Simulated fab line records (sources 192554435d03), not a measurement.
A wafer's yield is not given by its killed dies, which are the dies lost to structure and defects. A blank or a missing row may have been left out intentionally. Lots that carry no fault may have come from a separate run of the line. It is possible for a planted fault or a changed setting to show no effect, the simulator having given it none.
fab line records    flow n5-finfet
[record] lots = 9  wafers = 26  last-day = 17
route steps=1938 shown MOL_CONTACT_COAG@526 BEOL_M4@1111 PASSIVATION@1936
lots that met no fault: taken from a fault-free run of the same line
start-h: the number of hours between the record's first day and the start of the first shown wafer of the lot    wait-h: hours elapsed since this lot's preceding step    " repeats the value in the row above    L1.1+2: a row that stands for several wafers    - no value present, or no start provided    * or withheld: withheld    < > ~ a bound
route shown NAME@n: a module of which the file shows steps, and the number in the route of the first    usual: average and standard deviation across the fault-free wafers    same: alike in all rows    chamber/n: place in a boat    sites: readings site by site    _std_site: how widely they spread, as a standard deviation    _edge_site: mean of outer sites minus mean of inner sites    radius-mm: for every site, how far away it sits from the centre of the wafer    mask NAME#n: copy n    behind: the tool/chamber that last shaped the wafer    hold: the reason the lot was held/the length of the hold in hours/how it ended    device: the n, p or np transistor that did not switch    end of line: the tests these same wafers got at the end of their route    a step with no rows: only its recipe    killed: at the first sort, the dies lost to defects and structure; wafer yield is something else    map: the dies of a wafer, with x for killed, . for not killed, _ for no die there
set.NAME: the run value of the setting; set.NAME@STEP: its run value at that earlier step    model.NAME: the simulator's own value behind a step, which no gauge read
the route's steps for a sample of lots (tables are steps, rows are wafers)
services: the hour from which a tool's chamber was out of use, counted from the record's first day as start-h (under 0 if before that day), plus the number of hours and why
[[steps]]
[step N5_MOL_CONTACT_COAG_CD_MEAS_08]
[recipe] target-cd-nm = 28  landing-energy-ev = 500  detector = se-inlens  polarity = opening
[usual] cd-nm = 27.97/0.23
lot.wafer  tool       chamber  start-h  wait-h  cd-nm
L938.2     cd-sem-02  0        91.09    -       28.36
L938.5     "          0        "        "       28.03
L938.6     "          0        "        "       28.32
L944.3     cd-sem-03  0        125.48   -       28.04
L944.4     "          0        "        "       28.06
L944.5     "          0        "        "       28.22
L945.1     cd-sem-02  0        130.80   -       27.75
L945.2     "          0        "        "       28.30
L945.5     "          0        "        "       28.02
L948.1     cd-sem-03  0        149.76   -       27.90
L948.3     "          0        "        "       28.07
L948.5     "          0        "        "       27.90
L950.3     cd-sem-03  0        160.63   -       28.05
L950.6     "          0        "        "       28.09
L951.2     cd-sem-01  0        167.21   -       28.28
L951.4     "          0        "        "       28.37
L951.5     "          0        "        "       27.83
L956.2     cd-sem-03  0        194.75   -       28.20
L956.4     "          0        "        "       27.78
L956.5     "          0        "        "       27.84
L957.2     cd-sem-03  0        201.45   -       27.73
L957.3     "          0        "        "       27.63
L957.4     "          0        "        "       28.13
L960.2     cd-sem-03  0        219.55   -       27.83
L960.3     "          0        "        "       27.69
L960.5     "          0        "        "       27.96
[step N5_MOL_CONTACT_COAG_STRIP_98]
[recipe] chemistry = N2/H2  power-w = 500  temp-c = 40  pressure-mtorr = 50  rf-frequency-hz = 6e+07  overash-fraction = 0.3  bias-power-w = 8  h2-frac = 0.5  n2-flow-sccm = 300  h2-flow-sccm = 300
[usual] bias-power-w = 7.998/0.023  drypump-motor-current-A = 5.8/0.6  h2-flow-sccm = 300.1/1  oes-product-au = 0.77/0.077  rf-vpp-V = 54.2/1.6  showerhead-plenum-p-Torr = 3.33/0.096  throttle-valve-pct = 18.96/0.24
lot.wafer  tool         chamber  start-h  wait-h  bias-power-w  drypump-motor-current-A  h2-flow-sccm  oes-product-au  rf-hours-counter-h  rf-vpp-V  showerhead-plenum-p-Torr  throttle-valve-pct
L938.2     rie-diel-01  3        91.54    0.0     7.949         5.9                      299.7         0.70            224                 53.4      3.45                      18.66
L938.5     "            0        "        "       8.001         6.2                      299.5         0.69            -                   52.7      3.20                      19.46
L938.6     "            1        "        "       8.033         5.3                      300.4         0.75            -                   51.8      3.36                      18.89
L944.3     rie-diel-05  1        125.93   0.0     8.017         6.0                      299.9         0.86            44                  54.4      3.30                      19.19
L944.4     "            0        "        "       7.982         5.3                      299.5         0.67            206                 53.7      3.48                      19.12
L944.5     "            3        "        "       8.018         6.7                      300.1         0.73            -                   55.1      3.20                      19.15
L945.1     rie-diel-06  3        131.25   0.0     7.983         4.8                      299.6         0.79            115                 50.1      3.26                      19.09
L945.2     "            1        "        "       8.006         5.8                      301.4         0.66            236                 53.4      3.46                      19.20
L945.5     "            1        "        "       8.004         5.8                      301.7         0.67            -                   55.1      3.46                      19.23
L948.1     rie-diel-06  1        150.39   0.0     7.926         5.8                      299.8         0.66            242                 56.5      3.46                      19.24
L948.3     "            0        "        "       8.006         6.4                      299.7         0.74            151                 52.7      3.23                      18.77
L948.5     "            0        "        "       8.001         6.5                      299.9         0.74            -                   52.8      3.23                      18.72
L950.3     rie-diel-01  1        161.07   0.0     8.023         5.3                      299.1         0.72            167                 56.5      3.34                      18.92
L950.6     "            1        "        "       8.052         5.3                      299.9         0.73            -                   53.4      3.34                      18.93
L951.2     rie-diel-06  0        167.92   0.0     8.008         6.4                      299.1         0.74            158                 53.4      3.23                      18.76
L951.4     "            2        "        "       7.962         5.3                      300.7         0.83            60                  56.2      3.28                      18.61
L951.5     "            2        "        "       8.012         5.3                      301.8         0.85            -                   55.5      3.28                      18.67
L956.2     rie-diel-06  1        195.20   0.0     8.022         5.8                      298.7         0.98            2                   51.3      3.45                      18.86
L956.4     "            3        "        "       8.002         4.8                      301.5         0.75            141                 52.6      3.25                      19.14
L956.5     "            1        "        "       7.985         5.8                      299.4         0.97            -                   53.6      3.45                      18.86
L957.2     rie-diel-05  2        201.90   0.0     7.996         5.6                      301.4         0.77            146                 54.0      3.34                      18.78
L957.3     "            1        "        "       7.993         5.9                      299.2         0.83            75                  53.7      3.28                      19.28
L957.4     "            3        "        "       8.003         6.8                      300.3         0.72            213                 56.2      3.19                      19.18
L960.2     rie-diel-01  0        220.68   0.0     7.974         6.2                      301.6         0.94            21                  56.3      3.58                      19.14
L960.3     "            2        "        "       7.977         6.7                      300.8         0.74            187                 51.9      3.35                      18.86
L960.5     "            1        "        "       8.037         5.3                      301.0         0.72            -                   57.4      3.33                      18.96
[step N5_MOL_CONTACT_COAG_ALD_20]
[recipe] material = TiN  target-thk-a = 15  temp-c = 400  ald-precursor-family = TiCl4  ald-co-reactant = NH3  pulse-time-s = 1  purge-time-s = 3  co-reactant-purge-time-s = 2  co-reactant-pulse-time-s = 2  ald-cycles = 68  pressure-torr = 3
[usual] ald-cycles = 68/0  heater-power-w = 843/71  precursor-pulse-height-rel = 0.999/0.019  susceptor-temp-C = 400.00/0.23
[same] co-reactant-pulse-time-s = 2
lot.wafer  tool          chamber  start-h  wait-h  ald-cycles  heater-power-w  precursor-pulse-height-rel  susceptor-temp-C
L938.2     ald-metal-02  0        93.20    0.1     68          782             1.026                       400.15
L938.5     "             2        "        "       68          881             0.986                       399.99
L938.6     "             3        "        "       68          818             1.019                       400.19
L944.3     ald-metal-02  0        128.18   0.1     68          776             0.997                       399.98
L944.4     "             3        "        "       68          801             0.987                       400.02
L944.5     "             2        "        "       68          851             0.978                       400.09
L945.1     ald-metal-02  3        131.94   0.1     68          810             1.019                       400.02
L945.2     "             1        "        "       68          888             0.998                       399.83
L945.5     "             0        "        "       68          770             1.004                       400.04
L948.1     ald-metal-02  2        152.60   0.1     68          884             0.952                       400.38
L948.3     "             3        "        "       68          832             1.011                       400.38
L948.5     "             3        "        "       68          834             1.052                       400.27
L950.3     ald-metal-02  2        161.85   0.1     68          879             0.987                       400.26
L950.6     "             3        "        "       66          806             1.005                       -
L951.2     ald-metal-02  0        170.46   0.1     66          773             0.971                       -
L951.4     "             1        "        "       68          922             0.988                       399.42
L951.5     "             0        "        "       68          769             1.028                       399.67
L956.2     ald-metal-01  0        196.22   0.1     68          720             0.952                       400.15
L956.4     "             2        "        "       68          629             1.013                       399.45
L956.5     "             0        "        "       68          713             0.966                       399.84
L957.2     ald-metal-01  0        203.05   0.1     68          723             0.997                       400.33
L957.3     "             1        "        "       68          899             0.953                       399.79
L957.4     "             3        "        "       68          1017            0.993                       399.73
L960.2     ald-metal-04  3        221.59   0.1     68          963             0.994                       399.82
L960.3     "             2        "        "       68          847             0.986                       399.79
L960.5     "             1        "        "       68          796             1.004                       399.96
[step N5_MOL_CONTACT_COAG_SPUTTER_130]
[recipe] material = Co  target-thk-a = 475  temp-c = 25  chamber-pressure-pa = 0.5  power-w = 3000
[usual] chamber-pressure-pa = 0.4999/0.00095  susceptor-temp-C = 25.01/0.11  throttle-valve-pct = 29.8/0.88
lot.wafer  tool            chamber  start-h  wait-h  chamber-pressure-pa  susceptor-temp-C  throttle-valve-pct
L938.2     pvd-sputter-03  -        96.24    0.0     0.4995               24.82             31.0
L938.5     "               -        "        "       0.4981               25.05             30.9
L938.6     "               -        "        "       0.5009               24.89             30.1
L944.3     pvd-sputter-03  -        132.16   0.0     0.5018               24.88             30.0
L944.4     "               -        "        "       0.5002               25.18             31.1
L944.5     "               -        "        "       0.4978               24.94             30.5
L945.1     pvd-sputter-03  -        135.83   0.0     0.5003               25.03             31.1
L945.2     "               -        "        "       0.4986               24.95             30.8
L945.5     "               -        "        "       0.4996               24.94             30.7
L948.1     pvd-sputter-01  -        155.46   0.0     0.5004               25.00             30.6
L948.3     "               -        "        "       0.5000               24.97             28.2
L948.5     "               -        "        "       0.4994               25.02             30.1
L950.3     pvd-sputter-02  -        170.70   0.0     0.5015               25.03             29.6
L950.6     "               -        "        "       0.4996               25.15             30.7
L951.2     pvd-sputter-01  -        173.30   0.0     0.4981               24.90             30.2
L951.4     "               -        "        "       0.4999               24.92             27.9
L951.5     "               -        "        "       0.5007               24.80             27.8
L956.2     pvd-sputter-03  -        203.15   0.0     0.5002               25.02             30.9
L956.4     "               -        "        "       0.5010               25.10             30.6
L956.5     "               -        "        "       0.4986               24.91             31.1
L957.2     pvd-sputter-01  -        207.06   0.0     0.5000               25.03             29.4
L957.3     "               -        "        "       0.4983               24.99             29.3
L957.4     "               -        "        "       0.4993               24.94             30.3
L960.2     pvd-sputter-01  -        225.78   0.0     0.4996               25.11             29.3
L960.3     "               -        "        "       0.4989               24.86             30.3
L960.5     "               -        "        "       0.4988               24.96             29.1
[step N5_BEOL_M4_RC_MEAS_101]
[usual] DIBL_N = 36.5/2  DIBL_P = 36.5/2.3  IOFF_N = 0.16/0.036  IOFF_P = 0.21/0.037  ION_N = 672/12  ION_P = 459/7.1  SS_N = 71.6/0.73  SS_P = 73.4/0.76  VT_N = 250/3.3  VT_P = -250.5/2.9
lot.wafer  tool       chamber  start-h  wait-h  DIBL_N[mV/V]  DIBL_P[mV/V]  IOFF_N[nA/um]  IOFF_P[nA/um]  ION_N[uA/um]  ION_P[uA/um]  SS_N[mV/dec]  SS_P[mV/dec]  VT_N[mV]  VT_P[mV]
L938.2     prober-02  0        182.99   0.2     31.8          34.0          0.12           0.17           671           462           71.2          72.4          252       -250.3
L938.5     "          0        "        "       33.0          34.7          0.13           0.17           659           450           70.6          72.4          254       -253.8
L938.6     "          0        "        "       34.4          37.4          0.16           0.20           675           461           70.9          73.5          250       -249.8
L944.3     prober-02  0        201.96   0.3     37.3          35.9          0.20           0.24           665           450           71.8          73.2          244       -250.3
L944.4     "          0        "        "       36.1          35.1          0.18           0.24           679           467           71.3          73.1          249       -250.9
L944.5     "          0        "        "       35.4          33.9          0.17           0.21           689           470           71.3          73.8          246       -248.8
L945.1     prober-01  0        223.32   0.0     36.5          35.9          0.14           0.19           661           453           72.5          72.6          251       -252.4
L945.2     "          0        "        "       38.1          39.1          0.18           0.24           683           469           72.6          73.7          249       -247.1
L945.5     "          0        "        "       37.2          37.3          0.16           0.21           671           459           72.4          73.2          249       -249.2
L948.1     prober-01  0        229.86   0.0     34.3          35.4          0.13           0.20           664           462           71.3          72.5          253       -249.4
L948.3     "          0        "        "       33.8          33.2          0.11           0.16           630           439           72.2          72.7          259       -255.7
L948.5     "          0        "        "       31.9          32.0          0.10           0.16           658           459           71.1          72.3          255       -251.8
L950.3     prober-01  0        257.46   0.3     38.3          36.8          0.19           0.25           684           464           71.7          74.4          245       -248.6
L950.6     "          0        "        "       38.6          37.5          0.21           0.27           680           462           72.3          74.3          247       -247.8
L951.2     prober-01  0        259.40   0.2     36.3          36.2          0.16           0.20           663           448           71.8          73.1          250       -252.3
L951.4     "          0        "        "       37.4          36.3          0.19           0.21           652           446           73.3          73.4          250       -249.7
L951.5     "          0        "        "       37.3          38.8          0.20           0.25           669           463           72.6          73.4          247       -246.2
L956.2     prober-02  0        274.28   0.2     35.3          33.9          0.13           0.20           667           463           70.7          72.7          253       -247.5
L956.4     "          0        "        "       35.1          33.6          0.13           0.19           671           464           70.4          72.4          252       -250.6
L956.5     "          0        "        "       36.7          35.6          0.15           0.23           679           470           71.5          73.3          249       -247.3
L957.2     prober-02  0        296.75   0.2     36.0          36.4          0.16           0.20           654           452           72.2          73.7          251       -253.1
L957.3     "          0        "        "       32.4          33.5          0.12           0.16           668           463           70.2          72.5          250       -252.6
L957.4     "          0        "        "       38.2          40.1          0.22           0.26           693           474           72.2          73.2          244       -248.4
L960.2     prober-01  0        309.41   0.2     38.1          41.2          0.24           0.30           691           474           72.1          73.9          243       -243.0
L960.3     "          0        "        "       37.5          39.5          0.21           0.26           684           467           71.8          74.3          248       -246.6
L960.5     "          0        "        "       37.7          39.4          0.21           0.26           661           449           72.3          74.0          247       -245.4
[step N5_PASSIVATION_PROBE_49]
[usual] defect-limited-yield = 91.4/1.4  killed_at_M0_to_M3 = 33/11  killed_at_M4_up = 13/5.3  killed-at-contacts = 13/6.1  killed-at-front-end = 40/11  killed-at-other = 2.9/2.7  killed-dies = 102/17  killed-open = 68/13  killed-short = 32/7.5  sort_bin_5_function = 5.1/0.98  sort_bin_6_memory = 3.2/0.69  sort_bin_8_speed = 0.1/1.1  sort-n-pass = 1077/21  sort-yield-pct = 91.3/1.7
[same] gross-dies = 1180  killed-at-back-side = 0  sort_bin_4_leakage[%] = 0
lot.wafer  tool       chamber  start-h  wait-h  defect-limited-yield[%]  killed_at_M0_to_M3  killed_at_M4_up  killed-at-contacts  killed-at-front-end  killed-at-other  killed-dies  killed-open  killed-short  sort_bin_5_function[%]  sort_bin_6_memory[%]  sort_bin_8_speed[%]  sort-n-pass  sort-yield-pct[%]
L938.2     prober-01  -        296.84   0.1     91.1                     28                  12               13                  47                   5                105          65           37            5.2                     3.4                   0                    1075         91.1
L938.5     prober-01  -        296.99   0.2     91.3                     40                  11               18                  31                   3                103          56           40            4.7                     2.9                   0                    1077         91.3
L938.6     prober-01  -        297.04   0.3     90.9                     37                  14               11                  44                   1                107          68           39            4.9                     4.0                   0                    1073         90.9
L944.3     prober-02  -        320.54   0.1     93.5                     21                  11               20                  24                   1                77           52           24            3.1                     3.1                   0                    1103         93.5
L944.4     prober-02  -        320.59   0.2     94.1                     16                  12               15                  26                   1                70           51           19            3.9                     1.8                   0                    1110         94.1
L944.5     prober-02  -        320.64   0.2     94.6                     18                  11               9                   25                   1                64           39           25            3.2                     1.9                   0                    1116         94.6
L945.1     prober-02  -        340.53   0.0     91.6                     29                  22               9                   39                   0                99           69           29            5.3                     2.8                   0                    1081         91.6
L945.2     prober-02  -        340.58   0.1     90.5                     28                  14               18                  52                   0                112          76           29            5.3                     3.6                   0                    1068         90.5
L945.5     prober-02  -        340.73   0.2     92.1                     39                  21               8                   22                   3                93           60           32            4.9                     2.3                   0                    1087         92.1
L948.1     prober-01  -        343.56   0.0     94.0                     18                  7                19                  25                   2                71           55           16            3.8                     2.1                   0                    1109         94.0
L948.3     prober-01  -        343.66   0.1     92.2                     29                  19               11                  32                   1                92           67           24            4.4                     3.3                   12.7                 938          79.5
L948.5     prober-01  -        343.76   0.2     93.6                     16                  12               13                  33                   2                76           50           25            3.6                     2.5                   0                    1104         93.6
L950.3     prober-02  -        372.43   0.1     90.9                     36                  23               9                   38                   1                107          77           30            5.0                     3.8                   0                    1073         90.9
L950.6     prober-02  -        372.58   0.3     91.4                     23                  20               5                   52                   1                101          67           32            5.2                     3.2                   0                    1079         91.4
L951.2     prober-01  -        373.97   0.1     91.7                     24                  11               9                   53                   1                98           62           35            4.7                     3.1                   0                    1082         91.7
L951.4     prober-01  -        374.07   0.2     91.2                     29                  13               9                   51                   2                104          66           38            4.7                     3.9                   0.2                  1074         91.0
L951.5     prober-01  -        374.12   0.2     90.8                     32                  6                21                  49                   1                109          77           32            5.2                     3.7                   0                    1071         90.8
L956.2     prober-02  -        395.53   0.1     90.7                     21                  16               8                   60                   5                110          68           42            4.8                     4.2                   0                    1070         90.7
L956.4     prober-02  -        395.63   0.2     90.3                     22                  11               23                  58                   1                115          70           42            5.8                     3.4                   0                    1065         90.3
L956.5     prober-02  -        395.68   0.2     91.3                     20                  13               11                  56                   3                103          66           37            5.5                     3.0                   0                    1077         91.3
L957.2     prober-01  -        414.94   0.1     94.4                     17                  8                7                   33                   1                66           40           26            2.9                     2.5                   0                    1114         94.4
L957.3     prober-01  -        414.99   0.1     90.8                     32                  13               16                  42                   6                109          72           37            6.7                     2.3                   0                    1071         90.8
L957.4     prober-01  -        415.04   0.2     92.6                     29                  11               5                   38                   4                87           55           30            5.3                     1.8                   0                    1093         92.6
L960.2     prober-02  -        419.63   0.1     92.7                     24                  15               10                  36                   1                86           57           28            3.8                     3.2                   0                    1094         92.7
L960.3     prober-02  -        419.68   0.1     90.7                     32                  25               14                  33                   6                110          74           34            4.7                     4.6                   0                    1070         90.7
L960.5     prober-02  -        419.78   0.2     92.6                     26                  14               9                   35                   3                87           62           25            3.6                     3.3                   0                    1093         92.6
// killed by level:class
L938.2 FIN_SAQP:geometric-particle:short=21 MOL_CONTACT_COAG:geometric-particle:open=11 FIN_SAQP:geometric-particle:open=9 BEOL_M0_SAQP:geometric-particle:open=7 BEOL_M0:geometric-particle:open=7 BEOL_M3:geometric-particle:open=5 BEOL_M4:geometric-particle:open=5 STARTING-WAFER:geometric-particle:open=5
L938.5 MOL_CONTACT_COAG:geometric-particle:open=16 FIN_SAQP:geometric-particle:short=13 BEOL_M0_SAQP:geometric-particle:open=10 BEOL_M0_SAQP:geometric-particle:short=9 BEOL_M3:geometric-particle:open=8 STARTING-WAFER:geometric-particle:short=6 HKMG_FIN:area-etch=6 BEOL_M2:geometric-particle:open=5
L938.6 FIN_SAQP:geometric-particle:short=19 FIN_SAQP:geometric-particle:open=10 MOL_CONTACT_COAG:geometric-particle:open=10 BEOL_M0_SAQP:geometric-particle:short=9 BEOL_M3:geometric-particle:open=8 BEOL_M4:geometric-particle:open=7 BEOL_M0_SAQP:geometric-particle:open=7 STI_FIN_REVEAL:geometric-particle:open=5
L944.3 MOL_CONTACT_COAG:geometric-particle:open=16 FIN_SAQP:geometric-particle:short=8 FIN_SAQP:geometric-particle:open=6 BEOL_M4:geometric-particle:open=6 BEOL_M1:geometric-particle:open=5 MOL_CONTACT_COAG:geometric-particle:short=4 BEOL_M0_SAQP:geometric-particle:short=4 BEOL_M2:geometric-particle:open=4
L944.4 MOL_CONTACT_COAG:geometric-particle:open=9 FIN_SAQP:geometric-particle:open=8 BEOL_M4:geometric-particle:open=7 MOL_CONTACT_COAG:geometric-particle:short=6 BEOL_M1:geometric-particle:open=5 GATE_CUT:geometric-particle:short=4 BEOL_M0_SAQP:geometric-particle:open=4 BEOL_M3:geometric-particle:open=3
L944.5 MOL_CONTACT_COAG:geometric-particle:open=6 GATE_CUT:geometric-particle:open=5 BEOL_M4:geometric-particle:open=5 GATE_CUT:geometric-particle:short=4 BEOL_M1:geometric-particle:open=4 MOL_CONTACT_COAG:geometric-particle:short=3 BEOL_M0_SAQP:geometric-particle:open=3 BEOL_M3:geometric-particle:open=3
L945.1 BEOL_M2:geometric-particle:open=10 BEOL_M4:geometric-particle:open=10 FIN_SAQP:geometric-particle:short=9 STI_FIN_REVEAL:geometric-particle:open=9 MOL_CONTACT_COAG:geometric-particle:open=9 BEOL_M0_SAQP:geometric-particle:open=8 FIN_SAQP:geometric-particle:open=5 STI_FIN_REVEAL:geometric-particle:short=4
L945.2 STI_FIN_REVEAL:geometric-particle:open=17 MOL_CONTACT_COAG:geometric-particle:open=14 FIN_SAQP:geometric-particle:open=12 BEOL_M0_SAQP:geometric-particle:open=9 BEOL_M0_SAQP:geometric-particle:short=8 FIN_SAQP:geometric-particle:short=6 BEOL_M4:geometric-particle:open=5 MOL_CONTACT_COAG:geometric-particle:short=4
L945.5 BEOL_M2:geometric-particle:open=12 BEOL_M4:geometric-particle:open=11 BEOL_M0_SAQP:geometric-particle:short=8 FIN_SAQP:geometric-particle:short=7 MOL_CONTACT_COAG:geometric-particle:open=5 BEOL_M0_SAQP:geometric-particle:open=5 BEOL_M3:geometric-particle:open=5 DUMMY_GATE:geometric-particle:open=3
L948.1 MOL_CONTACT_COAG:geometric-particle:open=17 BEOL_M1:geometric-particle:open=6 STI_FIN_REVEAL:geometric-particle:open=5 BEOL_M2:geometric-particle:open=5 STARTING-WAFER:geometric-particle:open=4 FIN_SAQP:geometric-particle:open=3 FIN_SAQP:geometric-particle:short=3 DUMMY_GATE:geometric-particle:open=3
L948.3 FIN_SAQP:geometric-particle:open=14 MOL_CONTACT_COAG:geometric-particle:open=9 BEOL_M5:geometric-particle:open=8 BEOL_M0_SAQP:geometric-particle:short=7 BEOL_M0_SAQP:geometric-particle:open=5 BEOL_M3:geometric-particle:open=5 FIN_SAQP:geometric-particle:short=4 BEOL_M2:geometric-particle:open=4
L948.5 FIN_SAQP:geometric-particle:short=10 MOL_CONTACT_COAG:geometric-particle:open=10 FIN_SAQP:geometric-particle:open=9 STI_FIN_REVEAL:geometric-particle:open=6 BEOL_M4:geometric-particle:open=6 BEOL_M0_SAQP:geometric-particle:short=5 STARTING-WAFER:geometric-particle:open=3 GATE_CUT:geometric-particle:short=3
L950.3 BEOL_M0_SAQP:geometric-particle:open=9 BEOL_M3:geometric-particle:open=9 FIN_SAQP:geometric-particle:open=8 DUMMY_GATE:geometric-particle:open=8 MOL_CONTACT_COAG:geometric-particle:open=8 BEOL_M0_SAQP:geometric-particle:short=7 BEOL_M4:geometric-particle:open=7 STI_FIN_REVEAL:geometric-particle:open=6
L950.6 FIN_SAQP:geometric-particle:open=14 STI_FIN_REVEAL:geometric-particle:open=12 BEOL_M4:geometric-particle:open=10 FIN_SAQP:geometric-particle:short=9 BEOL_M3:geometric-particle:open=4 MOL_CONTACT_COAG:geometric-particle:open=4 ILD0:geometric-particle:short=3 BEOL_M0_SAQP:geometric-particle:open=3
L951.2 FIN_SAQP:geometric-particle:short=23 FIN_SAQP:geometric-particle:open=16 BEOL_M3:geometric-particle:open=9 STI_FIN_REVEAL:geometric-particle:open=6 MOL_CONTACT_COAG:geometric-particle:open=6 BEOL_M1:geometric-particle:open=4 BEOL_M4:geometric-particle:open=4 MOL_CONTACT_COAG:geometric-particle:short=3
L951.4 BEOL_M3:geometric-particle:open=10 FIN_SAQP:geometric-particle:short=9 FIN_SAQP:geometric-particle:open=8 MOL_CONTACT_COAG:geometric-particle:open=8 STI_FIN_REVEAL:geometric-particle:open=6 STARTING-WAFER:geometric-particle:open=6 STARTING-WAFER:geometric-particle:short=4 GATE_CUT:geometric-particle:short=4
L951.5 FIN_SAQP:geometric-particle:open=21 MOL_CONTACT_COAG:geometric-particle:open=18 BEOL_M3:geometric-particle:open=9 FIN_SAQP:geometric-particle:short=8 BEOL_M1:geometric-particle:open=5 DUMMY_GATE:geometric-particle:open=4 BEOL_M0_SAQP:geometric-particle:open=4 BEOL_M0_SAQP:geometric-particle:short=4
L956.2 FIN_SAQP:geometric-particle:open=14 FIN_SAQP:geometric-particle:short=11 STI_FIN_REVEAL:geometric-particle:open=11 GATE_CUT:geometric-particle:short=9 BEOL_M4:geometric-particle:open=7 MOL_CONTACT_COAG:geometric-particle:open=5 BEOL_M0_SAQP:geometric-particle:open=5 BEOL_M0_SAQP:geometric-particle:short=4
L956.4 FIN_SAQP:geometric-particle:open=23 MOL_CONTACT_COAG:geometric-particle:open=17 FIN_SAQP:geometric-particle:short=12 BEOL_M0_SAQP:geometric-particle:short=7 STI_FIN_REVEAL:geometric-particle:open=5 BEOL_M0_SAQP:geometric-particle:open=5 MOL_CONTACT_COAG:geometric-particle:short=4 ILD0:geometric-particle:short=4
L956.5 STI_FIN_REVEAL:geometric-particle:open=14 FIN_SAQP:geometric-particle:short=14 FIN_SAQP:geometric-particle:open=10 MOL_CONTACT_COAG:geometric-particle:open=9 BEOL_M4:geometric-particle:open=9 GATE_CUT:geometric-particle:short=7 BEOL_M1:geometric-particle:open=6 BEOL_M0_SAQP:geometric-particle:short=5
L957.2 FIN_SAQP:geometric-particle:open=11 MOL_CONTACT_COAG:geometric-particle:open=7 BEOL_M0_SAQP:geometric-particle:short=7 FIN_SAQP:geometric-particle:short=6 STARTING-WAFER:geometric-particle:open=5 BEOL_M0:geometric-particle:open=4 STARTING-WAFER:geometric-particle:short=4 DUMMY_GATE:geometric-particle:open=2
L957.3 FIN_SAQP:geometric-particle:open=13 BEOL_M2:geometric-particle:open=12 MOL_CONTACT_COAG:geometric-particle:open=11 FIN_SAQP:geometric-particle:short=9 STI_FIN_REVEAL:geometric-particle:open=9 BEOL_M0_SAQP:geometric-particle:open=6 MOL_CONTACT_COAG:geometric-particle:short=5 BEOL_M1:geometric-particle:open=5
L957.4 FIN_SAQP:geometric-particle:open=14 FIN_SAQP:geometric-particle:short=8 BEOL_M1:geometric-particle:open=7 BEOL_M3:geometric-particle:open=6 STI_FIN_REVEAL:geometric-particle:open=5 MOL_CONTACT_COAG:geometric-particle:open=4 BEOL_M0_SAQP:geometric-particle:open=4 BEOL_M4:geometric-particle:open=4
L960.2 FIN_SAQP:geometric-particle:short=10 BEOL_M4:geometric-particle:open=10 FIN_SAQP:geometric-particle:open=9 MOL_CONTACT_COAG:geometric-particle:open=9 STI_FIN_REVEAL:geometric-particle:open=6 BEOL_M1:geometric-particle:open=6 BEOL_M0_SAQP:geometric-particle:short=5 BEOL_M0:geometric-particle:open=5
L960.3 MOL_CONTACT_COAG:geometric-particle:open=14 BEOL_M0_SAQP:geometric-particle:open=11 BEOL_M4:geometric-particle:open=11 FIN_SAQP:geometric-particle:open=10 BEOL_M0_SAQP:geometric-particle:short=9 FIN_SAQP:geometric-particle:short=7 STI_FIN_REVEAL:geometric-particle:open=5 BEOL_M1:geometric-particle:open=5
L960.5 BEOL_M1:geometric-particle:open=10 MOL_CONTACT_COAG:geometric-particle:open=8 FIN_SAQP:geometric-particle:open=7 FIN_SAQP:geometric-particle:short=7 BEOL_M4:geometric-particle:open=6 GATE_CUT:geometric-particle:short=6 DUMMY_GATE:geometric-particle:open=5 BEOL_M2:geometric-particle:open=4
[[services]]
tool            chamber  start-h  hours  kind
ald-metal-01    1        74.10    8.1    repair
rie-diel-06     1        78.17    4.5    repair
rie-diel-05     -        88.48    0.2    repair
rie-diel-05     2        106.14   16.1   repair
pvd-sputter-02  -        110.45   4.0    repair
pvd-sputter-02  -        115.23   1.6    repair
rie-diel-05     1        116.27   3.7    repair
ald-metal-04    -        121.19   1.0    repair
rie-diel-06     2        128.59   2.3    repair
rie-diel-01     0        153.21   -      clean
rie-diel-01     0        153.21   -      consumable-replace:focus-ring
pvd-sputter-01  -        156.15   13.6   repair
rie-diel-05     0        156.68   4.6    repair
rie-diel-06     1        173.05   -      clean
rie-diel-06     1        173.05   -      consumable-replace:focus-ring
rie-diel-06     1        173.05   16.4   scheduled-down
rie-diel-06     1        173.05   16.4   vent-cycle
rie-diel-06     0        176.57   2.9    repair
rie-diel-01     3        183.44   7.2    repair
rie-diel-06     1        199.25   14.5   repair
rie-diel-06     -        209.18   0.3    repair
rie-diel-06     -        210.01   4.8    repair
rie-diel-06     1        216.20   8.8    repair
rie-diel-06     2        216.94   4.0    repair
[[key]]
[first-sign] step = N5_MOL_CONTACT_COAG_ALD_20  reading = ald-cycles  direction = down  sigmas = 99+  usual = *  struck = *
effect none on later readings
met-at N5_MOL_CONTACT_COAG_ALD_20
struck-lots L950,L951
struck-wafers L950.6,L951.2
not-acting-at N5_MOL_CONTACT_COAG_CD_MEAS_08,N5_MOL_CONTACT_COAG_STRIP_98,N5_MOL_CONTACT_COAG_SPUTTER_130
onset-between 152.60 161.85
[fault] kind = process-parameter-drift  tool = ald-metal-02  chamber = -  onset-h = 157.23  steps = N5_MOL_CONTACT_COAG_ALD_20  channel = ald-cycles  offset = *  shape = step  end-h = 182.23  scope = struck-wafers-only  acts-in = *  stated = *
